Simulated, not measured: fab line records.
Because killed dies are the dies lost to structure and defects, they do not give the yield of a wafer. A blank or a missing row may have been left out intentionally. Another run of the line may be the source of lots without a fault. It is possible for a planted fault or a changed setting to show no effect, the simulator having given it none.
Code-filled problem report in 8D (eight disciplines) form + flow n5_finfet + the parts of the form that need people (team, actions taken, sign-off) are left out

1. WHAT WENT WRONG
Mean of etch_rf_on_time_s at N5_BEOL_M3_ETCH_74: 6.10 s across 3 wafers in 3 lots; on wafers with no fault it is 5.14 s (standard deviation 0.14). Relative to the usual mean, that is a shift of +6.9 standard deviations.
The step: etches underlayer in N2/H2, target depth 6.5 nm, time 5.2 s.
Seen first at day 12 09:59 on rie_diel-06, wafer L386.5. At this step, 19 wafers from 7 lots have a number in the record. The rule behind "out" and "out of limits": a value lying over 4 standard deviations away from the usual mean. The other wafers with a number count as sound.

2. WHAT THIS IS AND IS NOT
| question                    | is                     | is not                                                                                          |
|-----------------------------|------------------------|-------------------------------------------------------------------------------------------------|
| which readings at this step | etch_rf_on_time_s      | drypump_motor_current_A, oes_product_au, rf_vpp_V, showerhead_plenum_p_Torr, throttle_valve_pct |
| which lots                  | L386, L387, L388       | L370, L374, L379, L390                                                                          |
| which wafers of those lots  | L386.5, L387.3, L388.3 | L386.1, L387.1, L388.1, L388.4                                                                  |
| read on which tools         | rie_diel-06            | rie_diel-01, rie_diel-02                                                                        |
| when                        | from day 12 09:59      | up to then (10 sound wafers); but 6 sound wafers of L387, L388, L390 came after                 |

3. THE SUSPECTS, EACH WITH WHAT RULES IT OUT
Counting: if a tool at a process step up to the reading ran every lot that is out, it stays a suspect. Sound lots after the first of them don't rule it out here, since some wafers of a struck lot are sound.
- rie_diel-06 at N5_BEOL_M3_DESCUM_16 (chemistry O2, time 7 s): kept. It ran every lot that is out, first L386 (day 12 09:57); its last sound lot up to then is L370 (day 7 13:53).
- rie_diel-06 at N5_BEOL_M3_ETCH_74 (etches underlayer in N2/H2, target depth 6.5 nm, time 5.2 s): kept. It ran every lot that is out, first L386 (day 12 09:59); its last sound lot up to then is L370 (day 7 13:55). Out on those wafers are its own readings of etch_rf_on_time_s.
The count leaves rie_diel-06 at N5_BEOL_M3_ETCH_74 and rie_diel-06 at N5_BEOL_M3_DESCUM_16.

4. THE CAUSE (what the simulator had put in)
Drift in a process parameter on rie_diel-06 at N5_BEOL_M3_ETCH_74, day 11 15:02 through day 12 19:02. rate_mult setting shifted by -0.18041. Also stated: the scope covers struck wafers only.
This tool is one of the 2 suspects left after counting.

5. THE EFFECT CHAIN, in route order
Rows list readings where the struck wafers' mean (over those with a number) sits beyond 3 standard deviations from the usual. Scope: only readings with a usual standard deviation given in the record; hours: median across lots of the time from each lot's start at the first step in this table that gives one to its start at this step; sigmas: change in usual standard deviations.
| hours | step               | reading           | usual  | on struck wafers | change | sigmas |
|-------|--------------------|-------------------|--------|------------------|--------|--------|
| 0     | N5_BEOL_M3_ETCH_74 | etch_rf_on_time_s | 5.14 s | 6.10             | +0.96  | +6.9   |
Here are the process steps it includes:
- N5_BEOL_M3_ETCH_74: etches underlayer in N2/H2, target depth 6.5 nm, time 5.2 s.
Later steps that measure or inspect, where all struck wafers having a row at the step show a number for every such reading and not one has moved that far: N5_BEOL_M4_RC_MEAS_101.

6. WHAT WOULD HAVE CAUGHT IT SOONER
In this record the first reading out of limits was taken at day 12 09:59, 19 hours after the fault began at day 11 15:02.
